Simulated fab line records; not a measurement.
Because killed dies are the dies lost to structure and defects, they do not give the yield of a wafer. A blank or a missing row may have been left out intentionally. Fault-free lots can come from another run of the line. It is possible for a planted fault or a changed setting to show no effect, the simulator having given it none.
fab line records	flow nandHarc
[record] lots = 7	wafers = 21	lastDay = 23
route steps=1159 shown P_ZERO_WELL@60 P_STI@69 END@1159
lots untouched by any fault: they come from a run of this same line in which no faults occurred
startH: hours from the record's first day to the start of the lot's first wafer shown	waitH: how many hours have passed since the lot's step before this one	" the same as in the row above	L1.1+2: several wafers, shown together as one row	- no value, or no start was given	* or withheld: withheld	< > ~ a bound
route shown NAME@n: names a module that has steps shown in the file, with the first one's number in the route	usual: average and standard deviation across the fault-free wafers	same: alike in all rows	chamber/n: place in a boat	sites: per-site readings	_std_site: standard deviation across them	_edge_site: mean of outer sites minus mean of inner sites	radiusMm: how far each site lies from the wafer's centre	mask NAME#n: copy n	behind: the most recent tool/chamber to have shaped the wafer	hold: what put the lot on hold/how long, in hours/how the hold closed	device: the n, p or np transistor that did not switch	end of line: the route-end tests of the same wafers	where a step has no rows: the recipe by itself	killed: dies lost to structure and defects at the first sort, not the wafer's yield	map: the dies of a wafer, with x for killed, . for not killed, _ for no die there
set.NAME: the setting the step ran with; set.NAME@STEP: the setting that earlier step ran with	model.NAME: the simulator's own value behind a step, which no gauge read
a table for each step, a row for each wafer; lots at some steps of the route
services: a tool's chamber out of use, with start hour (startH, from the record's first day; less than 0 if before it), hours out, and reason
[[steps]]
[step NHARC_P_ZERO_WELL_HARDBAKE_53]
[recipe] tempC = 125	timeS = 80
[step NHARC_P_ZERO_WELL_DESCUM_54]
[recipe] timeS = 3	o2FlowSccm = 200	arFlowSccm = 0	biasPowerW = 0	chemistry = O2
[usual] drypumpMotorCurrentA = 5.8/0.34	oesProductAu = 0.997/0.0073	rfVppV = 57.8/0.96	showerheadPlenumPTorr = 1.94/0.089	throttleValvePct = 11.311/0.0093
[same] biasPowerW = 0
lot.wafer	tool	chamber	startH	waitH	drypumpMotorCurrentA	oesProductAu	rfHoursCounterH	rfVppV	showerheadPlenumPTorr	throttleValvePct
L507.1	rieDiel-11	2	29.92	-	6.4	0.994	0	58.1	1.79	11.324
L507.5	"	0	"	"	6.1	0.996	-	58.4	1.80	11.293
L507.6	"	1	"	"	5.6	1.002	-	58.0	1.96	11.318
L509.2	rieDiel-11	1	41.91	-	5.6	0.983	1	57.7	1.96	11.300
L509.1	"	2	"	"	6.4	0.997	2	57.9	1.79	11.310
L509.3	"	3	"	"	5.7	0.998	2	57.8	1.98	11.319
L511.2	rieDiel-12	1	54.03	-	5.4	1.003	2	59.5	1.97	11.321
L511.3	"	3	"	"	4.9	1.013	2	57.5	1.98	11.326
L511.6	"	1	"	"	5.4	0.996	-	58.1	1.97	11.319
L517.2	rieDiel-11	1	90.18	-	5.6	0.990	4	57.8	1.96	11.312
L517.3	"	2	"	"	6.4	0.996	4	57.5	1.79	11.310
L517.5	"	1	"	"	5.6	0.986	-	57.2	1.96	11.333
L519.1	rieDiel-11	3	101.79	-	5.7	0.998	4	57.8	1.98	11.312
L519.3	"	2	"	"	6.4	1.002	5	58.0	1.79	11.325
L519.5	"	3	"	"	5.7	1.003	-	58.1	1.98	11.299
L521.3	rieDiel-11	0	113.87	-	6.2	0.999	5	56.9	1.80	11.305
L521.4	"	1	"	"	5.6	1.002	6	57.4	1.96	11.295
L521.5	"	2	"	"	6.4	1.007	-	56.7	1.79	11.312
L522.4	rieDiel-07	1	120.05	-	6.0	0.989	3	56.2	1.84	11.311
L522.2	"	2	"	"	5.5	0.987	4	57.6	1.93	11.315
L522.3	"	3	"	"	6.2	0.993	4	58.3	2.01	11.314
[step NHARC_P_ZERO_WELL_IMPLANT_55]
[recipe] energyKev = 180	doseCm2 = 8e+11	tiltDeg = 7
[step NHARC_P_ZERO_WELL_IMPLANT_61]
[recipe] energyKev = 30	doseCm2 = 5e+11	tiltDeg = 7
[step NHARC_P_ZERO_WELL_STRIP_56]
[recipe] timeS = 840	tempC = 130	chemistry = SPM
[step NHARC_P_ZERO_WELL_PRECLEAN_68]
[recipe] timeS = 60	tempC = 50	bathAgeMin = 0	chemistry = SC1
[step NHARC_P_ZERO_WELL_SRD_69]
[step NHARC_P_ZERO_WELL_RTA_42]
[recipe] tempC = 1100	timeS = 300
[usual] lampPowerPct = 33/3.6	wafer_temp_C_max = 1104.8/1
lot.wafer	tool	chamber	startH	waitH	lampPowerPct	wafer_temp_C_max
L507.1	rtpAnneal-01	0	30.88	-	30	1104.7
L507.5	"	0	"	"	30	1104.7
L507.6	"	0	"	"	30	1104.0
L509.1	rtpAnneal-01	0	42.90	-	30	1105.5
L509.2	"	0	"	"	30	1105.3
L509.3	"	0	"	"	30	1105.4
L511.2	rtpAnneal-01	0	55.20	-	31	1105.2
L511.3	"	0	"	"	31	1105.2
L511.6	"	0	"	"	31	1104.4
L517.2	rtpAnneal-01	0	91.36	-	30	1104.6
L517.3	"	0	"	"	30	1104.9
L517.5	"	0	"	"	31	1105.3
L519.1	rtpAnneal-02	0	102.77	-	38	1104.0
L519.3	"	0	"	"	38	1103.7
L519.5	"	0	"	"	38	1103.4
L521.3	rtpAnneal-02	0	115.03	-	38	1103.2
L521.4	"	0	"	"	38	1104.5
L521.5	"	0	"	"	38	1104.4
L522.2	rtpAnneal-02	0	121.31	-	38	1104.9
L522.3	"	0	"	"	38	1104.0
L522.4	"	0	"	"	38	1103.8
[step NHARC_P_ZERO_WELL_INSPECT_43]
[usual] rawDefectCount = 13/5.2
lot.wafer	tool	chamber	startH	waitH	rawDefectCount
L507.1	defectInspect-01	-	31.55	0.6	12
L507.5	"	-	"	"	17
L507.6	"	-	"	"	15
L509.1	defectInspect-02	-	43.57	0.6	20
L509.2	"	-	"	"	7
L509.3	"	-	"	"	23
L511.2	defectInspect-01	-	55.77	0.5	17
L511.3	"	-	"	"	11
L511.6	"	-	"	"	11
L517.2	defectInspect-01	-	91.93	0.5	7
L517.3	"	-	"	"	12
L517.5	"	-	"	"	2
L519.1	defectInspect-02	-	103.44	0.6	16
L519.3	"	-	"	"	13
L519.5	"	-	"	"	5
L521.3	defectInspect-02	-	115.50	0.4	21
L521.4	"	-	"	"	8
L521.5	"	-	"	"	22
L522.2	defectInspect-02	-	121.89	0.5	7
L522.3	"	-	"	"	5
L522.4	"	-	"	"	15
[step NHARC_P_STI_ETCH_26]
[recipe] targetDepthA = 110	chemistry = dHF	material = SiO2
[step NHARC_P_STI_PRECLEAN_27]
[recipe] timeS = *	tempC = 50	bathAgeMin = 0	chemistry = SC1
[step NHARC_P_STI_SRD_28]
[step NHARC_P_STI_OXIDE_29]
[recipe] targetThkA = 100	tempC = 900	oxTimeS = 1362	material = SiO2
[usual] spikeTcLowerC = 900.3/1.1	zonePowerTopPct = 34/3
lot.wafer	tool	chamber	startH	waitH	spikeTcLowerC	zonePowerTopPct
L507.1	furnace-01	0	32.79	-	901.6	30
L507.5	"	0	"	"	900.6	31
L507.6	"	0	"	"	902.0	31
L509.1	furnace-02	0	49.49	-	899.3	38
L509.2	"	0	"	"	900.1	37
L509.3	"	0	"	"	899.4	38
L511.2	furnace-05	0	59.76	-	901.5	36
L511.3	"	0	"	"	901.7	37
L511.6	"	0	"	"	901.2	37
L517.2	furnace-01	0	95.83	-	897.7	30
L517.3	"	0	"	"	900.5	31
L517.5	"	0	"	"	899.8	31
L517.2	furnace-01	0	99.88	0.3	899.9	31
L517.3	"	0	"	"	898.7	31
L517.5	"	0	"	"	898.8	30
L519.1	furnace-01	0	108.38	-	899.9	31
L519.3	"	0	"	"	900.4	31
L519.5	"	0	"	"	898.1	31
L519.1	furnace-01	0	116.37	4.3	900.9	31
L519.3	"	0	"	"	898.6	30
L519.5	"	0	"	"	900.1	31
L521.3	furnace-05	0	117.54	-	901.1	36
L521.4	"	0	"	"	899.1	36
L521.5	"	0	"	"	899.4	36
L521.3	furnace-01	0	124.53	3.3	899.9	31
L521.4	"	0	"	"	899.3	31
L521.5	"	0	"	"	900.3	31
L522.2	furnace-05	0	125.87	-	900.8	37
L522.3	"	0	"	"	901.2	37
L522.4	"	0	"	"	899.6	37
[step NHARC_P_STI_HM_DEP_30]
[recipe] targetThkA = 800	tempC = 790	pressureMtorr = 300	timeS = 873	material = Si3N4
[step NHARC_END_SORT_01]
[recipe] tempC = 25
[usual] killedAtArray = 27/9.8	killedAtOther = 0.6/0.83	killedAtPeriphery = 3.5/2.4	killedDies = 31/9.6	killedOpen = 3.1/1.9	killedShort = 2.0/1.5
[same] grossDies = 677
lot.wafer	tool	chamber	startH	waitH	killedAtArray	killedAtOther	killedAtPeriphery	killedDies	killedOpen	killedShort
L507.1	prober-01	0	466.43	2.5	17	0	6	23	1	1
L507.5	prober-01	0	469.60	3.7	19	0	4	23	2	0
L507.6	prober-01	0	470.40	4.0	26	1	7	34	5	2
L509.1	prober-01	0	489.75	2.5	20	0	2	22	2	1
L509.2	prober-01	0	490.54	2.8	24	0	1	25	6	1
L509.3	prober-01	0	491.33	3.1	33	0	1	34	8	0
L511.2	prober-01	0	498.29	2.8	21	2	3	26	1	3
L511.3	prober-01	0	499.09	3.1	18	0	0	18	1	1
L511.6	prober-01	0	501.48	4.0	20	0	3	23	4	2
L519.1	prober-02	0	538.75	2.5	24	1	4	29	0	0
L519.3	prober-02	0	540.36	3.1	24	1	4	29	4	5
L519.5	prober-02	0	541.97	3.7	29	2	5	36	7	2
L517.2	prober-01	0	543.25	2.8	38	0	1	39	1	2
L517.3	prober-01	0	544.05	3.1	40	0	5	45	6	0
L517.5	prober-01	0	545.66	3.7	41	0	2	43	2	2
L522.2	prober-01	0	552.57	2.8	37	1	4	42	4	0
L522.3	prober-01	0	553.38	3.1	53	0	2	55	3	2
L522.4	prober-01	0	554.20	3.5	38	0	6	44	3	4
L521.3	prober-01	0	561.26	3.1	30	0	3	33	5	0
L521.4	prober-01	0	562.05	3.4	21	0	0	21	0	1
L521.5	prober-01	0	562.85	3.7	26	0	8	34	5	1
// killed by level:class
L507.1 A_CHANNEL_HOLE_D1:chamberFilmFlake=8 A_STAIRCASE:chamberFilmFlake=6 P_M2:chamberFilmFlake=2 A_SLIT:chamberFilmFlake=2 P_CONTACT:geometricParticle:open=1 P_CONTACT:geometricParticle:short=1 P_ZERO_WELL:chamberFilmFlake=1 P_GATE:chamberFilmFlake=1
L507.5 A_CHANNEL_HOLE_D1:chamberFilmFlake=12 A_STAIRCASE:chamberFilmFlake=3 P_ZERO_WELL:chamberFilmFlake=2 P_GATE:chamberFilmFlake=2 A_CONTACT:chamberFilmFlake=2 A_WL_FILL:geometricParticle:open=1 A_CONTACT:geometricParticle:open=1
L507.6 A_CHANNEL_HOLE_D1:chamberFilmFlake=15 A_CONTACT:chamberFilmFlake=5 P_M2:chamberFilmFlake=2 A_STAIRCASE:chamberFilmFlake=2 P_GATE:geometricParticle:open=1 P_M0:geometricParticle:open=1 A_CHANNEL_FILL_D1:geometricParticle:open=1 A_WL_FILL:geometricParticle:open=1
L509.1 A_SLIT:chamberFilmFlake=8 A_STAIRCASE:chamberFilmFlake=6 A_CONTACT:chamberFilmFlake=3 A_CONTACT:geometricParticle:open=2 P_M0:geometricParticle:short=1 P_GATE:chamberFilmFlake=1 A_CHANNEL_HOLE_D1:chamberFilmFlake=1
L509.2 A_SLIT:chamberFilmFlake=7 A_STAIRCASE:chamberFilmFlake=5 A_CHANNEL_HOLE_D1:chamberFilmFlake=3 A_CHANNEL_FILL_D1:geometricParticle:open=2 A_CONTACT:geometricParticle:open=2 A_ONON_D1:geometricParticle:open=1 A_WL_FILL:geometricParticle:open=1 A_BLC:geometricParticle:short=1
L509.3 A_SLIT:chamberFilmFlake=11 A_STAIRCASE:chamberFilmFlake=9 A_CHANNEL_HOLE_D1:chamberFilmFlake=3 A_CHANNEL_FILL_D1:geometricParticle:open=2 A_WL_FILL:geometricParticle:open=2 A_BLC:geometricParticle:open=2 A_CONTACT:chamberFilmFlake=2 P_CONTACT:geometricParticle:open=1
L511.2 A_SLIT:chamberFilmFlake=6 A_STAIRCASE:chamberFilmFlake=5 A_WL_FILL:chamberFilmFlake=3 A_CONTACT:chamberFilmFlake=3 A_CHANNEL_HOLE_D1:chamberFilmFlake=2 THIN_TSV:chamberFilmFlake=2 P_CONTACT:geometricParticle:open=1 P_CONTACT:geometricParticle:short=1
L511.3 A_STAIRCASE:chamberFilmFlake=5 A_SLIT:chamberFilmFlake=5 A_CHANNEL_HOLE_D1:chamberFilmFlake=4 A_CONTACT:chamberFilmFlake=2 A_BONDPAD:geometricParticle:short=1 A_BONDPAD:geometricParticle:open=1
L511.6 A_STAIRCASE:chamberFilmFlake=7 A_SLIT:chamberFilmFlake=5 P_CONTACT:geometricParticle:short=1 P_M1:geometricParticle:open=1 A_SGD_CUT:geometricParticle:open=1 A_SGD_CUT:geometricParticle:short=1 A_WL_FILL:geometricParticle:open=1 A_M0:geometricParticle:open=1
L519.1 A_SLIT:chamberFilmFlake=13 P_M0:chamberFilmFlake=4 A_WL_FILL:chamberFilmFlake=3 A_CONTACT:chamberFilmFlake=3 A_CHANNEL_HOLE_D1:chamberFilmFlake=2 A_STAIRCASE:chamberFilmFlake=2 A_CHANNEL_FILL_D1:chamberFilmFlake=1 THIN_TSV:chamberFilmFlake=1
L519.3 A_SLIT:chamberFilmFlake=9 A_CHANNEL_HOLE_D1:chamberFilmFlake=5 A_SGD_CUT:geometricParticle:short=2 A_WL_FILL:chamberFilmFlake=2 P_STI:geometricParticle:open=1 P_CONTACT:geometricParticle:open=1 A_ONON_D1:geometricParticle:short=1 A_WL_FILL:geometricParticle:short=1
L519.5 A_SLIT:chamberFilmFlake=7 A_CHANNEL_HOLE_D1:chamberFilmFlake=6 A_CONTACT:chamberFilmFlake=4 A_CONTACT:geometricParticle:open=3 P_M0:chamberFilmFlake=3 A_ONON_D1:geometricParticle:short=2 THIN_TSV:chamberFilmFlake=2 P_CONTACT:geometricParticle:open=1
L517.2 A_CHANNEL_HOLE_D1:chamberFilmFlake=21 A_SLIT:chamberFilmFlake=11 A_ONON_D1:geometricParticle:short=2 A_ONON_D1:geometricParticle:open=1 P_ZERO_WELL:chamberFilmFlake=1 A_ZERO_WELL:chamberFilmFlake=1 A_WL_FILL:chamberFilmFlake=1 A_CONTACT:chamberFilmFlake=1
L517.3 A_CHANNEL_HOLE_D1:chamberFilmFlake=19 A_SLIT:chamberFilmFlake=17 P_M1:chamberFilmFlake=2 P_GATE:geometricParticle:open=1 P_CONTACT:geometricParticle:open=1 P_M2:geometricParticle:open=1 A_ONON_D1:geometricParticle:open=1 A_WL_FILL:geometricParticle:open=1
L517.5 A_SLIT:chamberFilmFlake=19 A_CHANNEL_HOLE_D1:chamberFilmFlake=17 P_M0:geometricParticle:open=1 A_M0:geometricParticle:short=1 A_M1:geometricParticle:open=1 A_M1:geometricParticle:short=1 P_ZERO_WELL:chamberFilmFlake=1 A_ZERO_WELL:chamberFilmFlake=1
L522.2 A_SLIT:chamberFilmFlake=14 A_CHANNEL_HOLE_D1:chamberFilmFlake=12 A_CONTACT:chamberFilmFlake=6 A_CHANNEL_FILL_D1:chamberFilmFlake=2 P_CONTACT:geometricParticle:open=1 P_M0:geometricParticle:open=1 A_CHANNEL_HOLE_D1:geometricParticle:open=1 A_CHANNEL_FILL_D1:geometricParticle:open=1
L522.3 A_CHANNEL_HOLE_D1:chamberFilmFlake=22 A_SLIT:chamberFilmFlake=21 A_CONTACT:chamberFilmFlake=3 A_CHANNEL_FILL_D1:chamberFilmFlake=2 P_CONTACT:geometricParticle:short=1 A_CHANNEL_FILL_D1:geometricParticle:open=1 A_WL_FILL:geometricParticle:open=1 A_WL_FILL:geometricParticle:short=1
L522.4 A_CHANNEL_HOLE_D1:chamberFilmFlake=16 A_CONTACT:chamberFilmFlake=8 A_SLIT:chamberFilmFlake=5 P_ZERO_WELL:chamberFilmFlake=3 P_STI:chamberFilmFlake=2 A_ZERO_WELL:chamberFilmFlake=2 P_M1:geometricParticle:open=1 A_ONON_D1:geometricParticle:short=1
L521.3 A_CHANNEL_HOLE_D1:chamberFilmFlake=21 A_CONTACT:chamberFilmFlake=6 P_M0:geometricParticle:open=2 A_ONON_D1:geometricParticle:open=1 A_WL_FILL:geometricParticle:open=1 A_CONTACT:geometricParticle:open=1 P_STI:chamberFilmFlake=1
L521.4 A_CHANNEL_HOLE_D1:chamberFilmFlake=13 A_CONTACT:chamberFilmFlake=5 A_SGD_CUT:geometricParticle:short=1 A_CHANNEL_FILL_D1:chamberFilmFlake=1 A_WL_FILL:chamberFilmFlake=1
L521.5 A_CHANNEL_HOLE_D1:chamberFilmFlake=19 P_STI:chamberFilmFlake=3 P_ZERO_WELL:chamberFilmFlake=2 A_CONTACT:chamberFilmFlake=2 P_M0:geometricParticle:open=1 A_CHANNEL_FILL_D1:geometricParticle:open=1 A_SGD_CUT:geometricParticle:open=1 A_WL_FILL:geometricParticle:short=1
[[services]]
tool	chamber	startH	hours	kind
rieDiel-11	-	12.50	9.0	pm
rieDiel-11	0	12.50	9.0	ventCycle
rieDiel-11	1	12.50	9.0	ventCycle
rieDiel-11	2	12.50	9.0	ventCycle
rieDiel-11	3	12.50	9.0	ventCycle
rieDiel-11	0	21.50	-	clean
rieDiel-11	1	21.50	-	clean
rieDiel-11	2	21.50	-	clean
rieDiel-11	3	21.50	-	clean
rieDiel-12	-	25.40	9.0	pm
rieDiel-11	0	46.00	-	clean
rieDiel-11	1	46.00	-	clean
rieDiel-11	2	46.00	-	clean
rieDiel-11	3	46.00	-	clean
rieDiel-07	-	51.26	9.0	pm
rieDiel-11	0	70.50	-	clean
rieDiel-11	1	70.50	-	clean
rieDiel-11	2	70.50	-	clean
rieDiel-11	3	70.50	-	clean
rieDiel-11	0	91.25	3.7	repair
rieDiel-12	2	96.04	3.3	repair
furnace-02	-	109.73	26.0	pm
rieDiel-12	1	117.41	19.6	repair
rieDiel-12	3	124.57	32.5	repair
[[key]]
[firstSign] step = NHARC_P_STI_OXIDE_29	reading = visit	direction = added
effect none on later readings
metAt NHARC_P_STI_OXIDE_29
struckWafers L517.2,L517.3,L517.5,L519.1,L519.3,L519.5,L521.3,L521.4,L521.5
testerLeftOut L517,L519,L521
[fault] kind = repeatedStepWhole	tool = furnace-01,furnace-02,furnace-05	chamber = -	onsetH = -	steps = NHARC_P_STI_OXIDE_29	times = 1	scope = struckLotsOnly
// testerLeftOut: of these lots the tester's yield and bins aren't shown, on N5 and GAA mostly nor the transistor test; their killed dies are dies lost to structure and defects alone, not to doping, threshold or leakage, so they don't give the yield
